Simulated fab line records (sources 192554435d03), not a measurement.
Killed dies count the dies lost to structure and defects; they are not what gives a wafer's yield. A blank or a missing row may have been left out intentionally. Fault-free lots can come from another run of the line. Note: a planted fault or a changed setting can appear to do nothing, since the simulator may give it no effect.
Chamber matching / flow n5Finfet / aldSin-01 running N5_BEOL_M4_ALD_98: 4 sister chambers
The step deposits SiO2, target thk 2.5 nm, pulse time 1 s, co reactant pulse time 1 s. 8 wafers are shown with their chamber, then 7 later ones without.

WAFERS PAIRED WITH THEIR CHAMBERS
wafer=L077.2; chamber=3; heaterPowerW (W)=91; precursorPulseHeightRel=1.007
wafer=L077.5; chamber=2; heaterPowerW (W)=84; precursorPulseHeightRel=0.969
wafer=L081.4; chamber=2; heaterPowerW (W)=84; precursorPulseHeightRel=1.000
wafer=L089.1; chamber=1; heaterPowerW (W)=73; precursorPulseHeightRel=1.009
wafer=L089.2; chamber=3; heaterPowerW (W)=86; precursorPulseHeightRel=1.004
wafer=L089.3; chamber=0; heaterPowerW (W)=78; precursorPulseHeightRel=1.005
wafer=L088.1; chamber=0; heaterPowerW (W)=79; precursorPulseHeightRel=0.948
wafer=L088.3; chamber=1; heaterPowerW (W)=72; precursorPulseHeightRel=1.002

WAFERS WITHOUT THEIR CHAMBER
wafer=L088.5; heaterPowerW (W)=73; precursorPulseHeightRel=1.001
wafer=L091.2; heaterPowerW (W)=86; precursorPulseHeightRel=1.006
wafer=L091.3; heaterPowerW (W)=70; precursorPulseHeightRel=1.013
wafer=L091.5; heaterPowerW (W)=77; precursorPulseHeightRel=0.980
wafer=L095.1; heaterPowerW (W)=84; precursorPulseHeightRel=0.990
wafer=L095.3; heaterPowerW (W)=75; precursorPulseHeightRel=1.016
wafer=L095.5; heaterPowerW (W)=84; precursorPulseHeightRel=0.990

THE CHAMBER EACH PASSED THROUGH
wafer=L088.5; from the rows above=1; in truth=1
wafer=L091.2; from the rows above=can't be placed: 3 or 2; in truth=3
wafer=L091.3; from the rows above=1; in truth=1
wafer=L091.5; from the rows above=can't be placed: 0 or 1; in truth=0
wafer=L095.1; from the rows above=2; in truth=2
wafer=L095.3; from the rows above=can't be placed: 1 or 0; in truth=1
wafer=L095.5; from the rows above=2; in truth=2
Correctly placed: 4 of 7. Unplaceable from these rows: 3, with the true chamber sitting among the candidates in 3. Wrongly placed: 0.
How it was worked out, from the rows above alone: a wafer's distance from a chamber is the root of the sum, over the readings, of the square of ((its reading less the chamber's mean) divided by the reading's scatter). If the next closest chamber is less than 2 further off than the closest, the wafer can't be placed; otherwise it belongs to the closest. For every chamber, the mean is computed from those of its wafers that are shown. The scatter: take each reading less its chamber's mean, square it, sum over the shown wafers, divide by the number of wafers less the number of chambers, and take the root.
